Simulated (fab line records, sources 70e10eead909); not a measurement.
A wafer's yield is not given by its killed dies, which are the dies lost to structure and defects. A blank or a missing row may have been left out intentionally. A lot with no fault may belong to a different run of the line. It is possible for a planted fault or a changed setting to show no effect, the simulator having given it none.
Matching of chambers / flow nand-harc / NHARC_HYBRID_BOND_ACTIVATE_00 on rie-diel-02 has 4 sister chambers
The step chemistry N2, time 60 s. 14 wafers are shown with their chamber, then 7 later ones without.

== WAFERS WITH THEIR CHAMBER ==
wafer=L482.3; chamber=0; drypump-motor-current-A (A)=5.8; oes-product-au (a.u.)=0.979; rf-vpp-V (V)=64.7
wafer=L482.4; chamber=2; drypump-motor-current-A (A)=5.7; oes-product-au (a.u.)=0.991; rf-vpp-V (V)=64.0
wafer=L482.6; chamber=0; drypump-motor-current-A (A)=5.8; oes-product-au (a.u.)=0.980; rf-vpp-V (V)=64.0
wafer=L484.2; chamber=3; drypump-motor-current-A (A)=6.0; oes-product-au (a.u.)=1.010; rf-vpp-V (V)=65.9
wafer=L484.3; chamber=0; drypump-motor-current-A (A)=5.8; oes-product-au (a.u.)=0.989; rf-vpp-V (V)=65.7
wafer=L484.6; chamber=1; drypump-motor-current-A (A)=6.4; oes-product-au (a.u.)=0.998; rf-vpp-V (V)=63.2
wafer=L485.1; chamber=3; drypump-motor-current-A (A)=6.0; oes-product-au (a.u.)=1.014; rf-vpp-V (V)=66.2
wafer=L485.4; chamber=1; drypump-motor-current-A (A)=6.4; oes-product-au (a.u.)=0.996; rf-vpp-V (V)=62.5
wafer=L485.6; chamber=2; drypump-motor-current-A (A)=5.7; oes-product-au (a.u.)=0.980; rf-vpp-V (V)=64.0
wafer=L492.3; chamber=1; drypump-motor-current-A (A)=6.4; oes-product-au (a.u.)=0.990; rf-vpp-V (V)=64.0
wafer=L492.4; chamber=2; drypump-motor-current-A (A)=5.7; oes-product-au (a.u.)=0.980; rf-vpp-V (V)=63.5
wafer=L492.6; chamber=3; drypump-motor-current-A (A)=6.1; oes-product-au (a.u.)=1.014; rf-vpp-V (V)=64.4
wafer=L495.1; chamber=3; drypump-motor-current-A (A)=6.1; oes-product-au (a.u.)=1.018; rf-vpp-V (V)=64.4
wafer=L495.3; chamber=1; drypump-motor-current-A (A)=6.4; oes-product-au (a.u.)=0.995; rf-vpp-V (V)=63.1

SIGNATURES, as means of the wafers listed above
reading=drypump-motor-current-A; chamber 0=5.800; chamber 1=6.400; chamber 2=5.700; chamber 3=6.050; scatter within a chamber=0.0316
reading=oes-product-au; chamber 0=0.98267; chamber 1=0.99475; chamber 2=0.98367; chamber 3=1.01400; scatter within a chamber=0.00456
reading=rf-vpp-V; chamber 0=64.800; chamber 1=63.200; chamber 2=63.833; chamber 3=65.225; scatter within a chamber=0.744
Rule: distance of a wafer from a chamber = root of the sum over the readings of ((wafer's reading minus chamber's mean) / reading's scatter) squared. The wafer belongs to the nearest chamber; if the next one is less than 2 further off, it can't be placed. The scatter: the root of (the sum of the squares of (reading less its chamber's mean) over the shown wafers, divided by (wafers less chambers)).

== WAFERS MISSING THEIR CHAMBER ==
wafer=L495.5; drypump-motor-current-A (A)=5.8; oes-product-au (a.u.)=1.002; rf-vpp-V (V)=64.4
wafer=L505.4; drypump-motor-current-A (A)=6.0; oes-product-au (a.u.)=0.995; rf-vpp-V (V)=65.8
wafer=L505.5; drypump-motor-current-A (A)=6.4; oes-product-au (a.u.)=1.000; rf-vpp-V (V)=63.5
wafer=L505.6; drypump-motor-current-A (A)=5.8; oes-product-au (a.u.)=1.006; rf-vpp-V (V)=65.4
wafer=L504.1; drypump-motor-current-A (A)=6.4; oes-product-au (a.u.)=1.000; rf-vpp-V (V)=65.3
wafer=L504.3; drypump-motor-current-A (A)=5.7; oes-product-au (a.u.)=1.007; rf-vpp-V (V)=64.2
wafer=L504.4; drypump-motor-current-A (A)=6.0; oes-product-au (a.u.)=1.003; rf-vpp-V (V)=63.4

== THE CHAMBER EACH PASSED THROUGH ==
wafer=L495.5; from the rows above=can't be placed: 0 or 2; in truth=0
wafer=L505.4; from the rows above=3; in truth=3
wafer=L505.5; from the rows above=1; in truth=1
wafer=L505.6; from the rows above=can't be placed: 0 or 2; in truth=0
wafer=L504.1; from the rows above=1; in truth=1
wafer=L504.3; from the rows above=can't be placed: 2 or 0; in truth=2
wafer=L504.4; from the rows above=3; in truth=3
Correct placement for 4 of the 7. These rows do not allow placing 3 (true chamber among the candidates in 3). Number placed wrongly: 0.
